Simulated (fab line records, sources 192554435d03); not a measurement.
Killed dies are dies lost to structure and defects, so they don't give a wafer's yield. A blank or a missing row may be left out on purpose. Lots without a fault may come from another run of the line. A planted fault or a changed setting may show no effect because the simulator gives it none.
A struck lot beside a sound one | flow n5_finfet | 15 steps out of a route of 1938
Sound: wafers L891.1, L891.4, L891.5. Struck: wafers L898.2, L898.3. The cause comes at the end.
At each step with rows: each side's tool, then ch and its chambers, then its first start. Under that, the readings that differ: sound wafers | struck wafers | difference of the means | sigmas: that difference in standard deviations of wafers without a fault.
alike: readings whose means differ by less than 2 such deviations, and words and numbers that are the same on both sides. not compared: withheld readings, readings that some wafer has no value for, bounds like >300 that may hide the same value, and numbers for which the record gives no deviation and whose values overlap.
The two part at a step that has a row with sigmas, a row that says differs or no value, or rows on one side only. Numbers that don't overlap but have no deviation are shown without sigmas and don't part them. A reading that every wafer of one side lacks parts them only if that side has two wafers or more.

first, 2 steps without rows for these wafers: N5_PASSIVATION_DEVELOP_29 (develop time 60 s); N5_PASSIVATION_HARDBAKE_31 (time 120 s).
N5_PASSIVATION_CD_MEAS_30: target cd 4000 nm.
  sound on cd_sem-02 ch 0, day 14 06:28; struck on cd_sem-01 ch 0, day 17 00:03
  alike: cd_nm
N5_PASSIVATION_OVL_MEAS_63:
  sound on overlay-02 ch 0, day 14 06:29; struck on overlay-02 ch 0, day 17 00:05
  alike: PAD_OVL
N5_PASSIVATION_INSPECT_64: inspects for defects (macro).
  sound on defect_inspect-02, day 14 06:31; struck on defect_inspect-02, day 17 00:06
  alike: raw_defect_count
N5_PASSIVATION_DESCUM_32: chemistry O2, time 7.9 s.
  sound on rie_diel-05 ch 1,2, day 14 06:33; struck on rie_diel-04 ch 2,3, day 17 00:11
  alike: drypump_motor_current_A, oes_product_au, rf_vpp_V, showerhead_plenum_p_Torr, throttle_valve_pct
  not compared: rf_hours_counter_h
N5_PASSIVATION_AL_ETCH_33: etches Al in Cl2/BCl3, stops on TaN, target depth 2800 nm, time 466.7 s.
  sound on rie_metal-02 ch 0, day 14 06:38; struck on rie_metal-01 ch 1, day 17 00:25
  alike: drypump_motor_current_A, oes_product_au, throttle_valve_pct
  not compared: rf_hours_counter_h
N5_PASSIVATION_ETCH_59: etches TaN in Cl2/BCl3, target depth 65 nm, time 34.9 s.
  sound on rie_metal-02 ch 0, day 14 07:02; struck on rie_metal-01 ch 1, day 17 01:07
  alike: drypump_motor_current_A, oes_product_au, throttle_valve_pct
  not compared: rf_hours_counter_h
N5_PASSIVATION_STRIP_34: strips in O2.
  sound on rie_diel-05 ch 1,2,3, day 14 07:10; struck on rie_diel-04 ch 0,3, day 17 01:17
  alike: drypump_motor_current_A, oes_product_au, rf_vpp_V, showerhead_plenum_p_Torr, throttle_valve_pct
  not compared: rf_hours_counter_h
then, 3 steps without rows for these wafers: N5_PASSIVATION_STRIP_51 (strips in post etch residue remover, time 1200 s); N5_PASSIVATION_CLEAN_69 (cleans in IPA, time 180 s); N5_PASSIVATION_SRD_70 (time 30 s).
N5_PASSIVATION_PECVD_53: deposits SiO2 from TEOS/O2, target thk 800 nm, time 169.4 s.
  sound on pecvd-02 ch 1,2, day 14 07:40; struck on pecvd-02 ch 0,2, day 17 01:47
  reading                                        | sound             | struck      | difference | sigmas
  run_length_s (s)                               | 197.4 197.6 197.7 | 108.7 109.2 | -88.6      | -99 or more
  model.SiO2_of_PASSIVATION_PECVD_53.thk_nm (nm) | 800 807.4 814.4   | 378.2 387.6 | -424.4     |
  not compared: since_wet_clean_h
N5_PASSIVATION_PECVD_35: deposits SiNx from SiH4/NH3/N2, target thk 700 nm, time 151.3 s.
  sound on pecvd-02 ch 1,2, day 14 07:47; struck on pecvd-02 ch 0,2, day 17 01:54
  alike: heater_power_w, run_length_s, showerhead_plenum_p_Torr, showerhead_vpp_V, throttle_valve_pct
  not compared: since_wet_clean_h
N5_PASSIVATION_PROBE_49:
  sound on prober-02, day 14 11:22; struck on prober-01, day 17 05:39
  alike: defect_limited_yield, killed_at_M0_to_M3, killed_at_M4_up, killed_at_contacts, killed_at_front_end, killed_at_other, killed_dies, killed_open, killed_short, sort_bin_4_leakage, sort_bin_5_function, sort_bin_6_memory, sort_bin_8_speed, sort_n_pass, sort_yield_pct

WHERE THEY PART
Only at N5_PASSIVATION_PECVD_53, within this record. Later steps at which nothing parts them and some readings are alike: N5_PASSIVATION_PECVD_35, N5_PASSIVATION_PROBE_49.

WHY: what the simulator had put in
Process parameter drift: pecvd-02, from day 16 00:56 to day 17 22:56, at N5_PASSIVATION_PECVD_53. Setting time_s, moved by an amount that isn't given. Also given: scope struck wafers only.
